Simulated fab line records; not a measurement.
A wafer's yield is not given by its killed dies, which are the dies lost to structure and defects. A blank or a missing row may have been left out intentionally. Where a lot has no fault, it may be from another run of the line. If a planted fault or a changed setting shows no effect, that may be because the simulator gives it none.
fab line records    flow n5Finfet
[record] lots = 6  wafers = 18  lastDay = 17
route steps=1938 shown BEOL_M8@1357
lots untouched by any fault: they come from a run of this same line in which no faults occurred
startH: hours from the record's opening day to when the first of the lot's shown wafers began    waitH: hours elapsed since this lot's preceding step    " unchanged from the row above    L1.1+2: several wafers, shown together as one row    - no value, or no start was given    * or withheld: withheld    < > ~ a bound
route shown NAME@n: names a module that has steps shown in the file, with the first one's number in the route    usual: average and standard deviation across the fault-free wafers    same: alike in all rows    chamber/n: place in a boat    sites: per-site readings    _std_site: how widely they spread, as a standard deviation    _edge_site: the outer-site mean with the inner-site mean subtracted    radiusMm: how far each site lies from the wafer's centre    mask NAME#n: copy n    behind: the last tool/chamber to shape the wafer    hold: reason for holding the lot/hours on hold/outcome of the hold    device: whichever transistor did not switch (one of n, p or np)    end of line: the tests these same wafers got at the end of their route    for a step that has no rows: nothing shown but its recipe    killed: dies that structure and defects cost at the first sort, which is not the same as the wafer's yield    map: shows each die of a wafer: x if killed, . if not, _ if none is there
set.NAME: the setting the step ran with; set.NAME@STEP: the setting that earlier step ran with    model.NAME: the simulator's own value behind a step, which no gauge read
lots at selected steps of the route; one table per step, one row per wafer
services: when a tool's chamber went out of use (startH, in hours from the record's first day, below 0 if earlier), for how many hours, and the reason
[[steps]]
[step N5_BEOL_M8_COAT_64]
[recipe] resist = SiARC  tempC = 220  timeS = 60  spinRpm = 1500  resistThkNm = 12
[step N5_BEOL_M8_COAT_71]
[recipe] resist = underlayer  tempC = 205  timeS = 60  spinRpm = 1500  resistThkNm = 5
[step N5_BEOL_M8_COAT_22]
[recipe] resist = CAR-EUV  spinRpm = 1500  resistThkNm = 30
[step N5_BEOL_M8_EBR_24]
[recipe] solvent = PGMEA  ebrWidthMm = 1.5
[step N5_BEOL_M8_SOFTBAKE_23]
[recipe] tempC = 110  timeS = 60  resist = CAR-EUV
[step N5_BEOL_M8_EXPOSE_25]
[recipe] maskId = V7  na = 0.33  sourceShape = annular  sigmaInner = 0.4  sigmaOuter = 0.8  polarization = unpolarized  targetCdNm = 40  doseMj = 42.5
[step N5_BEOL_M8_PEB_26]
[recipe] pebTempC = 100  pebTimeS = 60  resist = CAR-EUV
[step N5_BEOL_M8_DEVELOP_27]
[recipe] developTimeS = 30  developer = TMAH  resist = CAR-EUV  rinseLiquid = surfactantRinse  dry = airSpin  devTempC = 23
[step N5_BEOL_M8_CD_MEAS_28]
[recipe] targetCdNm = 40  landingEnergyEv = 500  detector = seInlens
[usual] cdNm = 39.95/0.22
lot.wafer  tool      chamber  startH  waitH  cdNm
L628.4     cdSem-01  0        206.07  -      39.70
L628.5     "         0        "       "      39.93
L628.6     "         0        "       "      39.49
L634.1     cdSem-03  0        243.01  -      39.84
L634.3     "         0        "       "      40.09
L634.4     "         0        "       "      39.99
L643.2     cdSem-01  0        289.03  -      39.67
L643.4     "         0        "       "      39.90
L643.5     "         0        "       "      39.84
L646.4     cdSem-01  0        314.95  -      40.00
L646.5     "         0        "       "      39.72
L646.6     "         0        "       "      40.20
L650.1     cdSem-03  0        329.57  -      39.94
L650.3     "         0        "       "      39.91
L650.5     "         0        "       "      39.76
L651.1     cdSem-01  0        340.73  -      39.96
L651.2     "         0        "       "      39.97
L651.6     "         0        "       "      40.10
[step N5_BEOL_M8_OVL_MEAS_29]
[recipe] pointsPerWafer = 522
[usual] V7_OVL = 0.3/0.65
lot.wafer  tool        chamber  startH  waitH  V7_OVL[nm]
L628.4     overlay-01  0        206.15  0.1    0.2
L628.5     "           0        "       "      -0.7
L628.6     "           0        "       "      -0.2
L634.1     overlay-02  0        243.04  0.0    0.8
L634.3     "           0        "       "      0.6
L634.4     "           0        "       "      0.4
L643.2     overlay-02  0        289.06  0.0    0.3
L643.4     "           0        "       "      0.8
L643.5     "           0        "       "      1.3
L646.4     overlay-01  0        315.00  0.0    0.4
L646.5     "           0        "       "      0.6
L646.6     "           0        "       "      1.0
L650.1     overlay-02  0        329.60  0.0    0.3
L650.3     "           0        "       "      0.0
L650.5     "           0        "       "      0.3
L651.1     overlay-02  0        340.76  0.0    0.4
L651.2     "           0        "       "      0.5
L651.6     "           0        "       "      1.1
[step N5_BEOL_M8_INSPECT_30]
[recipe] mode = adi  inspectInstrument = brightfield
[usual] rawDefectCount = 400/85
lot.wafer  tool              chamber  startH  waitH  rawDefectCount
L628.4     defectInspect-02  -        206.19  0.0    287
L628.5     "                 -        "       "      328
L628.6     "                 -        "       "      475
L634.1     defectInspect-01  -        243.10  0.1    292
L634.3     "                 -        "       "      383
L634.4     "                 -        "       "      432
L643.2     defectInspect-02  -        289.11  0.0    514
L643.4     "                 -        "       "      360
L643.5     "                 -        "       "      480
L646.4     defectInspect-02  -        315.04  0.0    560
L646.5     "                 -        "       "      339
L646.6     "                 -        "       "      595
L650.1     defectInspect-01  -        329.66  0.1    420
L650.3     "                 -        "       "      386
L650.5     "                 -        "       "      395
L651.1     defectInspect-02  -        340.82  0.1    316
L651.2     "                 -        "       "      254
L651.6     "                 -        "       "      301
[step N5_BEOL_M8_DESCUM_33]
[recipe] chemistry = O2  timeS = 7  sourcePowerW = 50  biasPowerW = 20  pressureMtorr = 20  rfFrequencyHz = 2.712e+07  tempC = 40  resist = CAR-EUV  o2FlowSccm = 225
[usual] chamberPressureMTorr = 20.000/0.018  drypumpMotorCurrentA = 5.6/0.49  oesProductAu = 0.81/0.087  rfVppV = 243.1/1.3  showerheadPlenumPTorr = 2.09/0.066  throttleValvePct = 20.39/0.2
[same] timeS = 7
lot.wafer  tool        chamber  startH  waitH  chamberPressureMTorr  drypumpMotorCurrentA  oesProductAu  rfHoursCounterH  rfVppV  showerheadPlenumPTorr  throttleValvePct
L628.4     rieDiel-01  0        206.28  0.1    20.017                5.4                   0.94          20               244.1   2.15                   20.64
L628.5     "           3        "       "      20.041                5.8                   0.89          -                244.3   2.14                   20.38
L628.6     "           0        "       "      19.994                5.4                   0.94          -                242.7   2.15                   20.65
L634.1     rieDiel-04  3        243.70  0.6    20.007                5.6                   0.72          214              240.8   1.98                   20.23
L634.3     "           0        "       "      20.000                5.6                   0.94          9                242.2   2.06                   20.54
L634.4     "           2        "       "      20.009                6.5                   0.89          35               245.5   2.22                   20.35
L643.2     rieDiel-01  3        289.15  0.0    19.989                5.8                   0.84          71               242.3   2.13                   20.41
L643.4     "           0        "       "      20.000                5.3                   0.88          50               243.8   2.13                   20.71
L643.5     "           0        "       "      20.001                5.3                   0.87          -                243.7   2.13                   20.68
L646.4     rieDiel-01  3        315.10  0.1    19.980                5.8                   0.83          80               244.0   2.12                   20.43
L646.5     "           1        "       "      19.983                4.8                   0.83          -                242.8   2.02                   20.13
L646.6     "           2        "       "      20.022                5.5                   0.69          -                243.4   2.06                   20.34
L650.1     rieDiel-04  3        329.70  0.0    20.000                5.6                   0.70          249              240.7   1.97                   20.27
L650.3     "           1        "       "      19.996                5.6                   0.93          11               242.4   2.05                   20.09
L650.5     "           3        "       "      20.024                5.6                   0.69          -                240.9   1.97                   20.28
L651.1     rieDiel-04  0        340.85  0.0    19.972                5.6                   0.87          43               243.1   2.05                   20.60
L651.2     "           1        "       "      20.049                5.6                   0.92          15               243.0   2.05                   20.10
L651.6     "           1        "       "      19.975                5.6                   0.93          -                242.7   2.05                   20.10
[step N5_BEOL_M8_ETCH_72]
[recipe] chemistry = N2/H2  target = underlayer  targetDepthA = 65  maskMaterial = CAR-EUV  timeS = 5.2  ionEnergyEv = 200  pressureMtorr = 30  sourceW = 840  biasW = 150  n2FlowSccm = 200  h2FlowSccm = 200  ends = cleared
[usual] chamberPressureMTorr = 30.00/0.042  drypumpMotorCurrentA = 5.6/0.49  etchRfOnTimeS = 5.19/0.075  h2FlowSccm = 200.1/0.58  oesProductAu = 0.69/0.073  rfVppV = 523.9/2.3  showerheadPlenumPTorr = 2.54/0.08  throttleValvePct = 17.84/0.16
lot.wafer  tool        chamber  startH  waitH  chamberPressureMTorr  drypumpMotorCurrentA  etchRfOnTimeS  h2FlowSccm  oesProductAu  rfHoursCounterH  rfVppV  showerheadPlenumPTorr  throttleValvePct
L628.4     rieDiel-01  0        206.31  0.0    29.98                 5.4                   5.06           200.0       0.78          20               526.3   2.61                   18.05
L628.5     "           3        "       "      29.96                 5.8                   5.26           199.9       0.75          -                524.9   2.60                   17.71
L628.6     "           0        "       "      30.03                 5.4                   5.06           200.5       0.80          -                525.1   2.61                   18.05
L634.1     rieDiel-04  3        243.73  0.0    29.99                 5.6                   5.10           199.1       0.62          214              520.5   2.41                   17.69
L634.3     "           0        "       "      30.06                 5.6                   5.03           200.1       0.81          9                522.7   2.50                   17.92
L634.4     "           2        "       "      29.99                 6.5                   5.18           200.1       0.76          35               528.8   2.71                   17.89
L643.2     rieDiel-01  3        289.18  0.0    30.01                 5.8                   5.08           220.4       0.72          71               525.5   2.65                   18.40
L643.4     "           0        "       "      29.91                 5.4                   4.97           220.3       0.74          50               526.4   2.66                   18.76
L643.5     "           0        "       "      29.98                 5.3                   4.98           220.7       0.75          -                524.3   2.66                   18.75
L646.4     rieDiel-01  3        315.14  0.0    30.02                 5.8                   5.19           220.2       0.71          80               526.2   2.64                   18.40
L646.5     "           1        "       "      30.01                 4.8                   5.14           219.9       0.72          -                522.0   2.53                   18.26
L646.6     "           2        "       "      30.00                 5.5                   5.11           219.8       0.60          -                524.7   2.57                   18.47
L650.1     rieDiel-04  3        329.73  0.0    29.95                 5.6                   5.10           199.7       0.60          249              519.9   2.39                   17.78
L650.3     "           1        "       "      30.12                 5.6                   5.18           200.2       0.79          11               522.2   2.50                   17.64
L650.5     "           3        "       "      30.00                 5.7                   5.11           200.1       0.60          -                520.1   2.39                   17.79
L651.1     rieDiel-04  0        340.89  0.0    29.99                 5.6                   5.04           200.3       0.75          43               523.7   2.49                   17.96
L651.2     "           1        "       "      30.03                 5.6                   5.12           199.4       0.79          15               523.2   2.50                   17.65
L651.6     "           1        "       "      29.95                 5.6                   5.13           199.5       0.78          -                522.2   2.50                   17.64
[step N5_BEOL_M8_ETCH_65]
[recipe] chemistry = CF4  target = SiARC  targetDepthA = 156  maskMaterial = CAR-EUV  timeS = 26  ionEnergyEv = 80  pressureMtorr = 40  sourceW = 545  biasW = 36  Ar_flow_sccm = 100  cf4FlowSccm = 100  ends = cleared
[usual] chamberPressureMTorr = 40.00/0.036  drypumpMotorCurrentA = 5.6/0.5  etchRfOnTimeS = 25.9/0.35  oesProductAu = 0.70/0.073  rfVppV = 184.0/1.1  showerheadPlenumPTorr = 2.14/0.06  throttleValvePct = 15.57/0.17
lot.wafer  tool        chamber  startH  waitH  chamberPressureMTorr  drypumpMotorCurrentA  etchRfOnTimeS  oesProductAu  rfHoursCounterH  rfVppV  showerheadPlenumPTorr  throttleValvePct
L628.4     rieDiel-01  0        206.33  0.0    39.98                 5.3                   25.1           0.79          20               186.5   2.19                   15.70
L628.5     "           3        "       "      40.02                 5.8                   26.2           0.76          -                185.6   2.17                   15.45
L628.6     "           0        "       "      39.95                 5.4                   24.8           0.80          -                183.4   2.19                   15.71
L634.1     rieDiel-04  3        243.75  0.0    39.98                 5.6                   25.7           0.62          214              183.1   2.04                   15.48
L634.3     "           0        "       "      40.03                 5.6                   25.6           0.82          9                183.0   2.11                   15.61
L634.4     "           2        "       "      40.00                 6.5                   26.1           0.76          35               185.8   2.27                   15.51
L643.2     rieDiel-01  3        289.20  0.0    40.02                 5.8                   26.0           0.72          71               185.4   2.16                   15.51
L643.4     "           0        "       "      40.06                 5.4                   25.3           0.75          50               183.7   2.18                   15.76
L643.5     "           0        "       "      39.97                 5.4                   25.6           0.74          -                186.0   2.18                   15.78
L646.4     rieDiel-01  3        315.15  0.0    40.00                 5.7                   26.3           0.71          80               184.1   2.16                   15.52
L646.5     "           1        "       "      40.05                 4.8                   26.0           0.71          -                182.5   2.08                   15.37
L646.6     "           2        "       "      40.04                 5.5                   26.3           0.59          -                182.3   2.12                   15.64
L650.1     rieDiel-04  3        329.75  0.0    40.02                 5.6                   25.8           0.60          249              181.6   2.03                   15.58
L650.3     "           1        "       "      39.94                 5.6                   26.1           0.79          11               182.0   2.10                   15.22
L650.5     "           3        "       "      39.99                 5.6                   25.6           0.60          -                182.4   2.03                   15.58
L651.1     rieDiel-04  0        340.90  0.0    39.97                 5.6                   25.3           0.75          43               184.5   2.10                   15.68
L651.2     "           1        "       "      40.01                 5.6                   26.0           0.78          15               183.6   2.10                   15.23
L651.6     "           1        "       "      40.01                 5.6                   26.0           0.78          -                184.2   2.10                   15.21
[[services]]
tool        chamber  startH  hours  kind
rieDiel-04  0        204.28  -      clean
rieDiel-04  0        204.28  -      consumableReplace:focusRing
rieDiel-04  0        204.28  17.3   scheduledDown
rieDiel-04  0        204.28  17.3   ventCycle
rieDiel-04  1        217.32  5.2    repair
rieDiel-04  0        265.68  8.2    repair
rieDiel-04  1        282.28  -      clean
rieDiel-04  1        282.28  -      consumableReplace:focusRing
rieDiel-04  1        282.28  15.7   scheduledDown
rieDiel-04  1        282.28  15.7   ventCycle
rieDiel-04  2        302.97  9.8    repair
rieDiel-04  3        333.62  -      clean
rieDiel-04  3        333.62  -      consumableReplace:focusRing
rieDiel-04  3        333.62  -      consumableReplace:showerhead
rieDiel-04  3        333.62  16.5   scheduledDown
rieDiel-04  3        333.62  16.5   ventCycle
[[key]]
[firstSign] step = N5_BEOL_M8_ETCH_72  reading = h2FlowSccm  direction = up  sigmas = 35  usual = 200.1  struck = 220.2
[effect] step = N5_BEOL_M8_ETCH_72  reading = throttleValvePct  direction = up  sigmas = 4.2  usual = *  struck = *
metAt N5_BEOL_M8_ETCH_72
struckWafers L643.2,L643.4,L643.5,L646.4,L646.5,L646.6
onsetBetween 206.31 289.18
[fault] kind = processParameterDrift  tool = rieDiel-01  chamber = -  onsetH = 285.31  steps = N5_BEOL_M8_ETCH_72  channel = h2FlowSccm  offset = 20  shape = step  endH = 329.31  actsIn = theseRecipesOnly  stated = 200
